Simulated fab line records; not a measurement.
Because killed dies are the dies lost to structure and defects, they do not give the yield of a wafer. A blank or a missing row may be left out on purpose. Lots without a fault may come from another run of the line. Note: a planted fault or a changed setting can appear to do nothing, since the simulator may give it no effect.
What tool caused it? :: flow nand_harc :: 11 lots, 33 wafers sampled, at 5 steps of a route of 1302

== WHAT EACH GAUGE READ, for each wafer ==
NHARC_THIN_TSV_CD_MEAS_33: target cd 5000 nm. Usual: 5001.5 nm for cd_nm, sd 2.
lot: L484
measured: day 24 04:35
on: cd_sem-03
cd_nm (nm): 5003.0 5004.5 5003.2
flag: 

lot: L485
measured: day 24 18:04
on: cd_sem-01
cd_nm (nm): 5002.5 5000.4 5002.2
flag: 

lot: L486
measured: day 24 19:28
on: cd_sem-03
cd_nm (nm): 5005.2 5003.7 5001.4
flag: 

lot: L495
measured: day 28 22:43
on: cd_sem-01
cd_nm (nm): 5003.5 5000.4 5003.1
flag: 

lot: L496
measured: day 29 03:53
on: cd_sem-02
cd_nm (nm): 5003.4 5001.3 5003.5
flag: 

lot: L494
measured: day 29 07:08
on: cd_sem-03
cd_nm (nm): 5002.2 5005.0 5001.9
flag: 

lot: L497
measured: day 29 02:45
on: cd_sem-02
cd_nm (nm): 5001.3 4999.3 5000.8
flag: 

lot: L499
measured: day 31 09:13
on: cd_sem-01
cd_nm (nm): 5001.8 5003.9 5003.0
flag: 

lot: L505
measured: day 33 01:52
on: cd_sem-01
cd_nm (nm): 5000.8 4999.2 5001.5
flag: 

lot: L506
measured: day 33 03:19
on: cd_sem-01
cd_nm (nm): 5003.4 5000.5 5001.2
flag: 

lot: L507
measured: day 33 11:50
on: cd_sem-02
cd_nm (nm): 5000.5 4999.7 4995.8
flag: 

NHARC_END_SORT_01. Usual: killed_at_array 59, standard deviation 16; killed_at_other 0.8, standard deviation 1.1; killed_at_periphery 3.6, standard deviation 2.4; killed_dies 64, standard deviation 16; killed_open 3.4, standard deviation 1.8; killed_short 2.5, standard deviation 1.6.
lot: L495
measured: day 29 10:19
on: prober-01
killed_at_array: 131 146 125
killed_at_other: 1 1 0
killed_at_periphery: 1 2 4
killed_dies: 133 149 129
killed_open: 2 3 4
killed_short: 3 2 2
flag: OFF

lot: L494
measured: day 30 02:42
on: prober-02
killed_at_array: 143 137 126
killed_at_other: 0 0 1
killed_at_periphery: 3 1 2
killed_dies: 146 138 129
killed_open: 6 3 0
killed_short: 0 3 2
flag: OFF

== EACH LOT AND THE TOOL THAT RAN IT (in order: tool; ch and the chambers of the sampled wafers; start) ==
lot: L484
NHARC_A_CONTACT_ETCH_75: rie_diel-02 ch 1,3, day 22 04:35
NHARC_HYBRID_BOND_ACTIVATE_00: rie_diel-08 ch 0,2,3, day 23 10:10
NHARC_THIN_TSV_DEGAS_49: pvd_sputter-03, day 24 01:08

lot: L485
NHARC_A_CONTACT_ETCH_75: rie_diel-02 ch 0,3, day 22 16:27
NHARC_HYBRID_BOND_ACTIVATE_00: rie_diel-05 ch 0,2, day 23 23:01
NHARC_THIN_TSV_DEGAS_49: pvd_sputter-03, day 24 14:56

lot: L486
NHARC_A_CONTACT_ETCH_75: rie_diel-02 ch 0,1,3, day 22 19:02
NHARC_HYBRID_BOND_ACTIVATE_00: rie_diel-05 ch 1,2,3, day 24 01:19
NHARC_THIN_TSV_DEGAS_49: pvd_sputter-01, day 24 15:49

lot: L495
NHARC_A_CONTACT_ETCH_75: rie_diel-02 ch 0,3, day 26 17:11
NHARC_HYBRID_BOND_ACTIVATE_00: rie_diel-08 ch 0,2, day 28 04:32
NHARC_THIN_TSV_DEGAS_49: pvd_sputter-03, day 28 19:34

lot: L496
NHARC_A_CONTACT_ETCH_75: rie_diel-10 ch 1,2, day 26 21:14
NHARC_HYBRID_BOND_ACTIVATE_00: rie_diel-08 ch 0,2,3, day 28 08:49
NHARC_THIN_TSV_DEGAS_49: pvd_sputter-03, day 29 00:53

lot: L494
NHARC_A_CONTACT_ETCH_75: rie_diel-02 ch 0,2, day 27 04:10
NHARC_HYBRID_BOND_ACTIVATE_00: rie_diel-05 ch 1,2, day 28 11:52
NHARC_THIN_TSV_DEGAS_49: pvd_sputter-03, day 29 04:01

lot: L497
NHARC_A_CONTACT_ETCH_75: rie_diel-10 ch 1,3, day 27 04:49
NHARC_HYBRID_BOND_ACTIVATE_00: rie_diel-05 ch 0,1,3, day 28 11:26
NHARC_THIN_TSV_DEGAS_49: pvd_sputter-03, day 28 23:38

lot: L499
NHARC_A_CONTACT_ETCH_75: rie_diel-10 ch 1,2, day 29 04:35
NHARC_HYBRID_BOND_ACTIVATE_00: rie_diel-05 ch 1,2,3, day 30 14:52
NHARC_THIN_TSV_DEGAS_49: pvd_sputter-03, day 31 06:06

lot: L505
NHARC_A_CONTACT_ETCH_75: rie_diel-02 ch 1,3, day 30 23:09
NHARC_HYBRID_BOND_ACTIVATE_00: rie_diel-05 ch 0,2, day 32 06:31
NHARC_THIN_TSV_DEGAS_49: pvd_sputter-03, day 32 22:50

lot: L506
NHARC_A_CONTACT_ETCH_75: rie_diel-03 ch 0,3, day 30 23:42
NHARC_HYBRID_BOND_ACTIVATE_00: rie_diel-05 ch 0,2, day 32 07:44
NHARC_THIN_TSV_DEGAS_49: pvd_sputter-03, day 33 00:00

lot: L507
NHARC_A_CONTACT_ETCH_75: rie_diel-02 ch 1,3, day 31 11:46
NHARC_HYBRID_BOND_ACTIVATE_00: rie_diel-08 ch 2,3, day 32 17:28
NHARC_THIN_TSV_DEGAS_49: pvd_sputter-02, day 33 08:25
- NHARC_A_CONTACT_ETCH_75: etches the open film in CF4, target depth 39 nm, time 65 s.
- NHARC_HYBRID_BOND_ACTIVATE_00: chemistry N2, time 60 s.
- NHARC_THIN_TSV_DEGAS_49: time 120 s.

== AS READ BY THE TOOLS THEMSELVES (means over the sampled wafers that have a number; for cases with no such wafer, the mark the record gives instead) ==
NHARC_A_CONTACT_ETCH_75. Usual: drypump_motor_current_A 5.7 A, standard deviation 0.43; oes_product_au 0.997 a.u., standard deviation 0.0093; rf_vpp_V 151.0 V, standard deviation 1.3; showerhead_plenum_p_Torr 1.75 Torr, standard deviation 0.079; throttle_valve_pct 13.284 %, standard deviation 0.0089.
lot: L484
tool: rie_diel-02
drypump_motor_current_A (A): 6.2
oes_product_au (a.u.): 1.003
rf_vpp_V (V): 151.1
showerhead_plenum_p_Torr (Torr): 1.81
throttle_valve_pct (%): 13.275
flag: 

lot: L485
tool: rie_diel-02
drypump_motor_current_A (A): 6.0
oes_product_au (a.u.): 0.998
rf_vpp_V (V): 150.3
showerhead_plenum_p_Torr (Torr): 1.70
throttle_valve_pct (%): 13.281
flag: 

lot: L486
tool: rie_diel-02
drypump_motor_current_A (A): 6.1
oes_product_au (a.u.): 1.002
rf_vpp_V (V): 150.9
showerhead_plenum_p_Torr (Torr): 1.75
throttle_valve_pct (%): 13.283
flag: 

lot: L495
tool: rie_diel-02
drypump_motor_current_A (A): 6.0
oes_product_au (a.u.): 0.988
rf_vpp_V (V): 150.6
showerhead_plenum_p_Torr (Torr): 1.69
throttle_valve_pct (%): 13.277
flag: 

lot: L496
tool: rie_diel-10
drypump_motor_current_A (A): 5.7
oes_product_au (a.u.): 1.003
rf_vpp_V (V): 150.7
showerhead_plenum_p_Torr (Torr): 1.68
throttle_valve_pct (%): 13.279
flag: 

lot: L494
tool: rie_diel-02
drypump_motor_current_A (A): 5.6
oes_product_au (a.u.): 1.003
rf_vpp_V (V): 150.8
showerhead_plenum_p_Torr (Torr): 1.69
throttle_valve_pct (%): 13.282
flag: 

lot: L497
tool: rie_diel-10
drypump_motor_current_A (A): 5.7
oes_product_au (a.u.): 1.010
rf_vpp_V (V): 151.5
showerhead_plenum_p_Torr (Torr): 1.81
throttle_valve_pct (%): 13.282
flag: 

lot: L499
tool: rie_diel-10
drypump_motor_current_A (A): 5.7
oes_product_au (a.u.): 1.004
rf_vpp_V (V): 150.5
showerhead_plenum_p_Torr (Torr): 1.68
throttle_valve_pct (%): 13.289
flag: 

lot: L505
tool: rie_diel-02
drypump_motor_current_A (A): 6.2
oes_product_au (a.u.): 0.992
rf_vpp_V (V): 151.7
showerhead_plenum_p_Torr (Torr): 1.80
throttle_valve_pct (%): 13.291
flag: 

lot: L506
tool: rie_diel-03
drypump_motor_current_A (A): 5.5
oes_product_au (a.u.): 1.008
rf_vpp_V (V): 151.5
showerhead_plenum_p_Torr (Torr): 1.80
throttle_valve_pct (%): 13.280
flag: 

lot: L507
tool: rie_diel-02
drypump_motor_current_A (A): 6.2
oes_product_au (a.u.): 0.992
rf_vpp_V (V): 150.7
showerhead_plenum_p_Torr (Torr): 1.75
throttle_valve_pct (%): 13.282
flag: 

NHARC_HYBRID_BOND_ACTIVATE_00. Usual: drypump_motor_current_A 5.6 A, standard deviation 0.54; oes_product_au 1.001 a.u., standard deviation 0.012; rf_vpp_V 64.3 V, standard deviation 0.83; showerhead_plenum_p_Torr 1.81 Torr, standard deviation 0.064.
lot: L484
tool: rie_diel-08
drypump_motor_current_A (A): 6.0
oes_product_au (a.u.): 1.009
rf_vpp_V (V): 64.1
showerhead_plenum_p_Torr (Torr): 1.76
flag: 

lot: L485
tool: rie_diel-05
drypump_motor_current_A (A): 5.9
oes_product_au (a.u.): 0.982
rf_vpp_V (V): 64.4
showerhead_plenum_p_Torr (Torr): 1.83
flag: 

lot: L486
tool: rie_diel-05
drypump_motor_current_A (A): 5.6
oes_product_au (a.u.): 0.999
rf_vpp_V (V): 64.6
showerhead_plenum_p_Torr (Torr): 1.84
flag: 

lot: L495
tool: rie_diel-08
drypump_motor_current_A (A): 5.8
oes_product_au (a.u.): 1.009
rf_vpp_V (V): 65.1
showerhead_plenum_p_Torr (Torr): 1.81
flag: 

lot: L496
tool: rie_diel-08
drypump_motor_current_A (A): 6.0
oes_product_au (a.u.): 1.012
rf_vpp_V (V): 64.5
showerhead_plenum_p_Torr (Torr): 1.85
flag: 

lot: L494
tool: rie_diel-05
drypump_motor_current_A (A): 5.8
oes_product_au (a.u.): 1.006
rf_vpp_V (V): 64.0
showerhead_plenum_p_Torr (Torr): 1.85
flag: 

lot: L497
tool: rie_diel-05
drypump_motor_current_A (A): 5.1
oes_product_au (a.u.): 1.001
rf_vpp_V (V): 63.5
showerhead_plenum_p_Torr (Torr): 1.78
flag: 

lot: L499
tool: rie_diel-05
drypump_motor_current_A (A): 5.6
oes_product_au (a.u.): 1.008
rf_vpp_V (V): 64.3
showerhead_plenum_p_Torr (Torr): 1.84
flag: 

lot: L505
tool: rie_diel-05
drypump_motor_current_A (A): 5.9
oes_product_au (a.u.): 0.993
rf_vpp_V (V): 63.1
showerhead_plenum_p_Torr (Torr): 1.82
flag: 

lot: L506
tool: rie_diel-05
drypump_motor_current_A (A): 5.4
oes_product_au (a.u.): 0.986
rf_vpp_V (V): 63.8
showerhead_plenum_p_Torr (Torr): 1.76
flag: 

lot: L507
tool: rie_diel-08
drypump_motor_current_A (A): 6.0
oes_product_au (a.u.): 0.998
rf_vpp_V (V): 64.4
showerhead_plenum_p_Torr (Torr): 1.83
flag: 

NHARC_THIN_TSV_DEGAS_49. Usual: 472 W for heater_power_w, sd 48.
lot: L484
tool: pvd_sputter-03
heater_power_w (W): 439
flag: 

lot: L485
tool: pvd_sputter-03
heater_power_w (W): 455
flag: 

lot: L486
tool: pvd_sputter-01
heater_power_w (W): 499
flag: 

lot: L495
tool: pvd_sputter-03
heater_power_w (W): 443
flag: 

lot: L496
tool: pvd_sputter-03
heater_power_w (W): 443
flag: 

lot: L494
tool: pvd_sputter-03
heater_power_w (W): 465
flag: 

lot: L497
tool: pvd_sputter-03
heater_power_w (W): 467
flag: 

lot: L499
tool: pvd_sputter-03
heater_power_w (W): 461
flag: 

lot: L505
tool: pvd_sputter-03
heater_power_w (W): 421
flag: 

lot: L506
tool: pvd_sputter-03
heater_power_w (W): 449
flag: 

lot: L507
tool: pvd_sputter-02
heater_power_w (W): 510
flag: 

== THE ANSWER, worked out from the rows above alone ==
Rule: lot off if the mean of its wafers having a number is beyond 3 standard deviations from the usual mean. A lot without any number at a reading at which 4 lots or more have one is off too. All remaining lots with rows at the step are treated as sound. Order of review: gauges by route order, followed by the tools' own readings, for which a lot's mean as printed above is used. At the first step where some lot is off, the reading lying furthest off is the one used; lots without a number count as furthest.
Off at NHARC_END_SORT_01 (killed_at_array): L495, L494. Neither off nor sound, because the step has no rows for them: L484, L485, L486, L496, L497, L499, L505, L506, L507.
A tool fits if, at a process step before that reading, it ran every lot that is off, and no sound lot after the first of them. The gauges at NHARC_END_SORT_01 are tried like those tools. 2 tools fit, rie_diel-02 at NHARC_A_CONTACT_ETCH_75 and pvd_sputter-03 at NHARC_THIN_TSV_DEGAS_49, so this cannot tell which one it is.

== WHAT THE SIMULATOR HAD INSERTED ==
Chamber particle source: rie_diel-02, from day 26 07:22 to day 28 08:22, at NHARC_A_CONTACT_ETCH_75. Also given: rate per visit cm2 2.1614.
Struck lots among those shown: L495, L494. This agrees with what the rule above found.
